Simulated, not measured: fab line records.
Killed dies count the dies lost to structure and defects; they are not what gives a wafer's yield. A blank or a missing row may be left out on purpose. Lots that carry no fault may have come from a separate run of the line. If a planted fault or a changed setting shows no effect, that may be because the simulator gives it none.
Lot-split experiment	flow n5-finfet	21 wafers read across 7 lots, on a route 1938 steps long

== ABOUT THE SPLIT ==
At N5_BEOL_M11_COAT_22 (resist thk 90 nm), the setting spin-rpm was moved away from the recipe's 1500 rpm on 4 of the 21 wafers read, by -11.1% to -6.2%. All remaining wafers had this setting at the recipe value.

== FROM THE SPLIT TO THE READING: what the file shows between them, 4 steps ==
- N5_BEOL_M11_EBR_24
- N5_BEOL_M11_SOFTBAKE_23: time 60 s
- N5_BEOL_M11_EXPOSE_25: exposes mask V10
- N5_BEOL_M11_PEB_26: peb time 60 s

== THE READING ==
CAR-ArF_of_BEOL_M11_COAT_22.thk-nm (the simulator's own value, which no gauge read), in nm, at N5_BEOL_M11_DEVELOP_27 (develop time 30 s). The file does not state a usual value for it. Average 88.6 nm, standard deviation 0.27 nm, over the 17 wafers here run with the recipe.

wafer	tool, chamber at the split	spin-rpm as run, rpm	against the recipe	CAR-ArF_of_BEOL_M11_COAT_22.thk-nm, nm	against lot-mates on the recipe
L074.4	litho-track-03, 0	1500	recipe	88	-
L074.5	litho-track-03, 0	1500	recipe	88.2	-
L074.6	litho-track-03, 0	1334	-11.1%	93.4	+5.3
L075.2	litho-track-04, 0	1500	recipe	88.8	-
L075.6	litho-track-04, 0	1500	recipe	88.8	-
L075.4	litho-track-04, 0	1500	recipe	88.4	-
L078.2	litho-track-03, 0	1500	recipe	88.4	-
L078.3	litho-track-03, 0	1407	-6.2%	91.2	+2.9
L078.5	litho-track-03, 0	1500	recipe	88.2	-
L080.4	litho-track-04, 0	1500	recipe	88.8	-
L080.6	litho-track-04, 0	1500	recipe	88.8	-
L080.5	litho-track-04, 0	1500	recipe	89	-
L083.2	litho-track-02, 0	1500	recipe	88.4	-
L083.3	litho-track-02, 0	1500	recipe	88.4	-
L083.4	litho-track-02, 0	1500	recipe	88.4	-
L085.2	litho-track-03, 0	1500	recipe	88.6	-
L085.3	litho-track-03, 0	1500	recipe	88.8	-
L085.4	litho-track-03, 0	1500	recipe	88.8	-
L086.3	litho-track-03, 0	1339	-10.7%	93.8	+5.2
L086.5	litho-track-03, 0	1339	-10.7%	93.6	+5.0
L086.6	litho-track-03, 0	1500	recipe	88.6	-

FIT RESULTS
A straight line over all 21 wafers: CAR-ArF_of_BEOL_M11_COAT_22.thk-nm changes by -0.462 nm for each +1% of spin-rpm; r = -0.99; the points scatter about the line by 0.28 nm.
The same after taking each lot's own level away (the mean of its wafers on the recipe; 21 wafers): -0.476 nm for each +1%; r = -1.00; scatter 0.11 nm.
The reading moves by 5.3 nm for the largest change in spin-rpm, on that fit.
From 88.10 to 88.87 nm: that is the span of the lots' own levels, equal to 2.8 times the standard deviation above.
The two slopes agree, so the slope changes little with the lot-to-lot level.
Check: for one of the wafers moved furthest among these (-11.1%), held out of the fit, the line's prediction against its lot-mates is +5.25 nm. It came out at +5.3 nm against them.

== THE WHOLE CHAIN: every reading that the file lists as answering this split, in the file's order ==
step	what it does	reading	change (the file's fit)	r (the file's)
N5_BEOL_M11_COAT_22	resist thk 90 nm	CAR-ArF_of_BEOL_M11_COAT_22.thk-nm (the simulator's own value, which no gauge read)	-0.488 nm for each +1% of the setting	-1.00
N5_BEOL_M11_DEVELOP_27	develop time 30 s	CAR-ArF_of_BEOL_M11_COAT_22.thk-nm (the simulator's own value, which no gauge read)	-0.476 nm for each +1% of the setting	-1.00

== THE FILE'S OWN FIT ==
CAR-ArF_of_BEOL_M11_COAT_22.thk-nm changes by -0.476 nm for each +1% of spin-rpm, r = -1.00.
